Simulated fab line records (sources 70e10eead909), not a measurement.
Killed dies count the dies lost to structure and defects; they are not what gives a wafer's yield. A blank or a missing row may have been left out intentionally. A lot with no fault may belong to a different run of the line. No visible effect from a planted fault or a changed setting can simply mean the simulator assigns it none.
fab line records ; flow nand_harc
record lots=6; wafers=18; last_day=33
route steps=1302 shown A_BLC@1109
lots untouched by any fault: they come from a run of this same line in which no faults occurred
start_h: start of the lot's first displayed wafer, in hours after the record's first day ; wait_h: time in hours since the lot's previous step ; " repeats the value in the row above ; L1.1+2: several wafers, shown together as one row ; - no value present, or no start provided ; * or withheld: withheld ; < > ~ a bound
route shown NAME@n: a module of which the file shows steps, and the number in the route of the first ; usual: mean/standard deviation taken from wafers without a fault ; same: alike in all rows ; chamber/n: place in a boat ; sites: per-site readings ; _std_site: the values' standard deviation ; _edge_site: inner sites' mean taken away from outer sites' mean ; radius_mm: how far each site lies from the wafer's centre ; mask NAME#n: copy n ; behind: tool/chamber where the wafer was last shaped ; hold: the reason the lot was held/the length of the hold in hours/how it ended ; device: names the non-switching transistor (n, p or np) ; end of line: at the end of the route, the tests of the same wafers ; for a step that has no rows: nothing shown but its recipe ; killed: not the wafer's yield, but the dies lost to structure and defects at the first sort ; map: the dies of a wafer, with x for killed, . for not killed, _ for no die there
set.NAME: the setting the step ran with; set.NAME@STEP: the setting that earlier step ran with ; model.NAME: the simulator's own value behind a step, which no gauge read
lots at selected steps of the route; one table per step, one row per wafer
services: when a tool's chamber went out of use (start_h, in hours from the record's first day, below 0 if earlier), for how many hours, and the reason
## steps
# step NHARC_A_BLC_COAT_02
# recipe temp_c=260; time_s=75
# step NHARC_A_BLC_COAT_03
# recipe temp_c=225; time_s=65
# step NHARC_A_BLC_COAT_04
# recipe spin_rpm=1500; resist_thk_nm=90
# step NHARC_A_BLC_SOFTBAKE_05
# recipe temp_c=105; time_s=55
# step NHARC_A_BLC_EBR_06
# step NHARC_A_BLC_EXPOSE_07
# recipe na=1.35; target_cd_nm=100; dose_mj=67.97; mask_id=A_BLC
# step NHARC_A_BLC_PEB_08
# recipe peb_temp_c=100; peb_time_s=65
# step NHARC_A_BLC_DEVELOP_09
# recipe develop_time_s=35; dev_temp_c=23
# step NHARC_A_BLC_CD_MEAS_10
# recipe target_cd_nm=100; landing_energy_ev=500
# usual cd_nm=100.0/0.64
lot.wafer;tool;chamber;start_h;wait_h;cd_nm
L229.1;cd_sem-02;0;526.06;-;99.2
L229.5;cd_sem-02;0;526.06;-;100.3
L229.6;cd_sem-02;0;526.06;-;100.4
L238.1;cd_sem-03;0;611.42;-;99.4
L238.3;cd_sem-03;0;611.42;-;99.2
L238.6;cd_sem-03;0;611.42;-;99.6
L243.1;cd_sem-01;0;651.72;-;101.3
L243.2;cd_sem-01;0;651.72;-;101.0
L243.4;cd_sem-01;0;651.72;-;101.5
L242.2;cd_sem-01;0;658.60;-;99.7
L242.4;cd_sem-01;0;658.60;-;100.1
L242.5;cd_sem-01;0;658.60;-;100.5
L247.1;cd_sem-02;0;694.45;-;101.0
L247.3;cd_sem-02;0;694.45;-;100.3
L247.5;cd_sem-02;0;694.45;-;100.0
L250.2;cd_sem-01;0;741.62;-;99.9
L250.4;cd_sem-01;0;741.62;-;100.0
L250.6;cd_sem-01;0;741.62;-;100.2
# step NHARC_A_BLC_OVL_MEAS_11
# usual overlay_x_nm=0.0/0.78; overlay_y_nm=-0.2/1
lot.wafer;tool;chamber;start_h;wait_h;overlay_x_nm;overlay_y_nm
L229.1;overlay-01;-;526.14;-;0.4;-0.7
L229.5;overlay-01;-;526.14;-;0.6;-0.9
L229.6;overlay-01;-;526.14;-;0.2;-1.1
L238.1;overlay-02;-;611.51;-;-1.0;-0.3
L238.3;overlay-02;-;611.51;-;-0.3;-0.4
L238.6;overlay-02;-;611.51;-;-0.4;-0.3
L243.1;overlay-01;-;651.80;-;0.3;-2.5
L243.2;overlay-01;-;651.80;-;0.7;-2.1
L243.4;overlay-01;-;651.80;-;0.5;-2.0
L242.2;overlay-02;-;658.69;-;0.1;1.4
L242.4;overlay-02;-;658.69;-;0.4;1.8
L242.5;overlay-02;-;658.69;-;0.1;1.5
L247.1;overlay-02;-;694.54;-;0.3;0.5
L247.3;overlay-02;-;694.54;-;0.3;0.9
L247.5;overlay-02;-;694.54;-;0.5;0.1
L250.2;overlay-01;-;741.71;-;0.4;0.7
L250.4;overlay-01;-;741.71;-;0.3;1.1
L250.6;overlay-01;-;741.71;-;0.1;0.7
# step NHARC_A_BLC_INSPECT_12
# usual raw_defect_count=84/36
lot.wafer;tool;chamber;start_h;wait_h;raw_defect_count
L229.1;defect_inspect-02;-;526.18;0.0;45
L229.5;defect_inspect-02;-;526.18;0.0;55
L229.6;defect_inspect-02;-;526.18;0.0;60
L238.1;defect_inspect-02;-;611.54;0.0;82
L238.3;defect_inspect-02;-;611.54;0.0;90
L238.6;defect_inspect-02;-;611.54;0.0;79
L243.1;defect_inspect-01;-;651.84;0.0;113
L243.2;defect_inspect-01;-;651.84;0.0;91
L243.4;defect_inspect-01;-;651.84;0.0;120
L242.2;defect_inspect-02;-;658.72;0.0;159
L242.4;defect_inspect-02;-;658.72;0.0;163
L242.5;defect_inspect-02;-;658.72;0.0;161
L247.1;defect_inspect-02;-;694.58;0.0;93
L247.3;defect_inspect-02;-;694.58;0.0;84
L247.5;defect_inspect-02;-;694.58;0.0;64
L250.2;defect_inspect-02;-;741.75;0.0;151
L250.4;defect_inspect-02;-;741.75;0.0;145
L250.6;defect_inspect-02;-;741.75;0.0;135
# step NHARC_A_BLC_DESCUM_15
# recipe time_s=3; o2_flow_sccm=200; ar_flow_sccm=0; bias_power_w=0; chemistry=O2
# usual drypump_motor_current_A=5.9/0.48; oes_product_au=0.999/0.013; rf_vpp_V=57.7/0.83; showerhead_plenum_p_Torr=1.88/0.065; throttle_valve_pct=11.311/0.0081
lot.wafer;tool;chamber;start_h;wait_h;drypump_motor_current_A;oes_product_au;rf_hours_counter_h;rf_vpp_V;showerhead_plenum_p_Torr;throttle_valve_pct
L229.1;rie_diel-01;1;526.24;0.1;5.6;1.012;10;58.5;2.04;11.310
L229.6;rie_diel-01;1;526.24;0.1;5.6;1.013;-;58.5;2.04;11.317
L229.5;rie_diel-01;2;526.24;0.1;6.3;1.005;-;57.8;1.99;11.316
L238.1;rie_diel-12;1;611.62;0.1;5.2;1.007;9;56.7;1.80;11.309
L238.3;rie_diel-12;2;611.62;0.1;5.7;1.003;10;58.1;1.88;11.294
L238.6;rie_diel-12;3;611.62;0.1;6.6;0.993;-;58.6;1.90;11.307
L243.4;rie_diel-12;3;651.90;0.1;6.6;0.980;1;57.0;1.90;11.298
L243.2;rie_diel-12;0;651.90;0.1;5.7;0.982;1;57.4;1.86;11.327
L243.1;rie_diel-12;1;651.90;0.1;5.2;1.022;1;56.8;1.80;11.313
L242.2;rie_diel-12;1;658.78;0.1;5.2;1.028;2;57.2;1.80;11.313
L242.4;rie_diel-12;2;658.78;0.1;5.7;0.987;3;57.1;1.88;11.295
L242.5;rie_diel-12;2;658.78;0.1;5.7;0.983;-;57.7;1.88;11.314
L247.3;rie_diel-01;2;694.64;0.1;6.3;1.015;13;60.0;1.98;11.313
L247.1;rie_diel-01;1;694.64;0.1;5.7;1.013;13;57.1;2.04;11.314
L247.5;rie_diel-01;2;694.64;0.1;6.3;1.014;-;58.0;1.98;11.310
L250.2;rie_diel-11;3;741.82;0.1;4.8;1.004;36;58.2;2.06;11.293
L250.4;rie_diel-11;0;741.82;0.1;5.1;0.983;40;57.1;1.86;11.328
L250.6;rie_diel-11;1;741.82;0.1;6.3;0.976;-;56.8;1.83;11.307
# step NHARC_A_BLC_ETCH_16
# recipe target_depth_a=390; over_etch_frac=0.3; time_s=65; ion_energy_ev=80; cf4_flow_sccm=150; ar_flow_sccm=0; rf_w=300; bias_w=100; chemistry=CF4
# usual drypump_motor_current_A=5.8/0.49; oes_product_au=0.999/0.014; rf_vpp_V=151.0/1.1; showerhead_plenum_p_Torr=1.74/0.057; throttle_valve_pct=13.285/0.0092
lot.wafer;tool;chamber;start_h;wait_h;drypump_motor_current_A;oes_product_au;rf_hours_counter_h;rf_vpp_V;showerhead_plenum_p_Torr;throttle_valve_pct
L229.1;rie_diel-01;1;526.33;0.1;5.7;1.009;10;153.2;1.88;13.296
L229.6;rie_diel-01;0;526.33;0.1;5.9;1.006;-;150.6;1.69;13.287
L229.5;rie_diel-01;1;526.33;0.1;5.7;1.009;-;151.9;1.88;13.282
L238.3;rie_diel-12;1;611.69;0.1;5.2;1.003;9;149.6;1.67;13.292
L238.1;rie_diel-12;3;611.69;0.1;6.6;1.003;11;151.0;1.76;13.272
L238.6;rie_diel-12;2;611.69;0.1;5.7;1.000;-;151.0;1.74;13.292
L243.4;rie_diel-12;0;651.99;0.1;5.7;0.989;1;152.1;1.72;13.280
L243.1;rie_diel-12;1;651.99;0.1;5.2;1.021;1;149.6;1.67;13.283
L243.2;rie_diel-12;2;651.99;0.1;5.7;0.803;2;150.6;1.74;13.280
L242.4;rie_diel-12;2;658.87;0.1;5.7;0.796;3;152.0;1.74;13.286
L242.2;rie_diel-12;3;658.87;0.1;6.6;1.002;2;152.7;1.76;13.278
L242.5;rie_diel-12;2;658.87;0.1;5.7;0.804;-;150.2;1.74;13.293
L247.1;rie_diel-01;2;694.74;0.1;6.3;1.012;13;152.7;1.83;13.281
L247.3;rie_diel-01;3;694.74;0.1;6.1;1.003;12;152.5;1.79;13.300
L247.5;rie_diel-01;1;694.74;0.1;5.7;1.014;-;153.0;1.87;13.276
L250.4;rie_diel-11;2;741.89;0.1;6.5;0.972;41;150.8;1.74;13.285
L250.2;rie_diel-11;3;741.89;0.1;4.8;1.020;36;151.8;1.90;13.283
L250.6;rie_diel-11;3;741.89;0.1;4.8;1.016;-;153.1;1.90;13.283
# step NHARC_A_BLC_ETCH_17
# recipe target_depth_a=3900; over_etch_frac=0.25; time_s=609.38; ion_energy_ev=200; n2_flow_sccm=150; h2_flow_sccm=150; ar_flow_sccm=0; rf_w=400; bias_w=150; chemistry=N2/H2
# usual drypump_motor_current_A=5.9/0.49; oes_product_au=1.000/0.012; rf_vpp_V=429.9/2.2; showerhead_plenum_p_Torr=2.01/0.076; throttle_valve_pct=14.172/0.0089
lot.wafer;tool;chamber;start_h;wait_h;drypump_motor_current_A;oes_product_au;rf_hours_counter_h;rf_vpp_V;showerhead_plenum_p_Torr;throttle_valve_pct
L229.1;rie_diel-01;2;-;-;6.3;1.000;11;433.8;2.12;14.171
L229.5;rie_diel-01;0;-;-;5.8;1.006;-;427.5;1.94;14.177
L229.6;rie_diel-01;1;-;-;5.7;1.011;-;434.5;2.18;14.178
L238.1;rie_diel-12;1;-;-;5.2;1.003;9;428.6;1.92;14.158
L238.3;rie_diel-12;2;-;-;5.7;0.990;10;429.2;2.00;14.162
L238.6;rie_diel-12;3;-;-;6.6;0.987;-;428.0;2.02;14.171
L243.2;rie_diel-12;1;-;-;5.2;1.021;1;427.3;1.91;14.180
L243.1;rie_diel-12;2;-;-;5.7;0.985;2;430.1;2.00;14.175
L243.4;rie_diel-12;3;-;-;6.6;0.994;2;430.0;2.02;14.172
L242.4;rie_diel-12;0;-;-;5.7;0.986;2;428.4;1.98;14.163
L242.2;rie_diel-12;1;-;-;5.2;1.013;2;427.4;1.91;14.181
L242.5;rie_diel-12;0;-;-;5.7;0.978;-;428.2;1.98;14.169
L247.3;rie_diel-01;2;-;-;6.3;1.018;13;434.6;2.12;14.177
L247.1;rie_diel-01;3;-;-;6.1;1.018;12;430.6;2.07;14.169
L247.5;rie_diel-01;1;-;-;5.7;1.013;-;433.7;2.18;14.176
L250.2;rie_diel-11;3;-;-;4.8;1.001;36;435.5;2.20;14.162
L250.4;rie_diel-11;0;-;-;5.1;0.988;40;429.5;1.98;14.162
L250.6;rie_diel-11;2;-;-;6.5;0.979;-;430.7;2.00;14.162
## services
tool;chamber;start_h;hours;kind
rie_diel-12;0;503.43;-;clean
rie_diel-12;1;503.43;-;clean
rie_diel-12;2;503.43;-;clean
rie_diel-12;3;503.43;-;clean
rie_diel-11;1;505.11;6.3;repair
rie_diel-12;2;506.11;3.9;repair
rie_diel-11;3;508.59;2.6;repair
rie_diel-12;-;514.39;0.3;repair
rie_diel-12;0;527.93;-;clean
rie_diel-12;1;527.93;-;clean
rie_diel-12;2;527.93;-;clean
rie_diel-12;2;535.11;9.0;repair
rie_diel-01;-;557.80;9.0;pm
rie_diel-12;0;569.32;1.6;repair
rie_diel-12;0;599.53;10.3;repair
rie_diel-01;-;603.45;0.3;repair
rie_diel-01;3;610.41;1.3;repair
rie_diel-11;-;610.62;9.0;pm
rie_diel-12;-;622.43;9.0;pm
rie_diel-11;2;633.62;4.0;repair
rie_diel-11;3;662.43;17.0;repair
rie_diel-12;1;684.35;11.4;repair
rie_diel-01;-;691.65;0.7;repair
rie_diel-01;-;734.80;9.0;pm
## key
first_sign step=NHARC_A_BLC_ETCH_16; reading=oes_product_au; direction=down; sigmas=15; usual=0.999; struck=0.801
effect none on later readings
met_at NHARC_A_BLC_ETCH_16
struck_wafers L242.4,L242.5,L243.2
later_rows_left_out L242.4,L242.5,L243.2
sort_left_out L242.4,L242.5,L243.2
tester_left_out L242,L243
onset_between 611.69 651.99
fault kind=process_parameter_drift; tool=rie_diel-12; chamber=2; onset_h=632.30; steps=NHARC_A_BLC_ETCH_16; channel=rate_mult; offset=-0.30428; shape=step; end_h=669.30
# tester_left_out: of these lots the tester's yield and bins aren't shown, on N5 and GAA mostly nor the transistor test; their killed dies are dies lost to structure and defects alone, not to doping, threshold or leakage, so they don't give the yield
# sort_left_out: the simulated sort isn't trusted on such a fault, so these wafers' sort isn't shown, and their yield isn't known
# later_rows_left_out: the simulator's readings of these wafers behind a module that went badly wrong aren't trusted and aren't shown, but for the sort
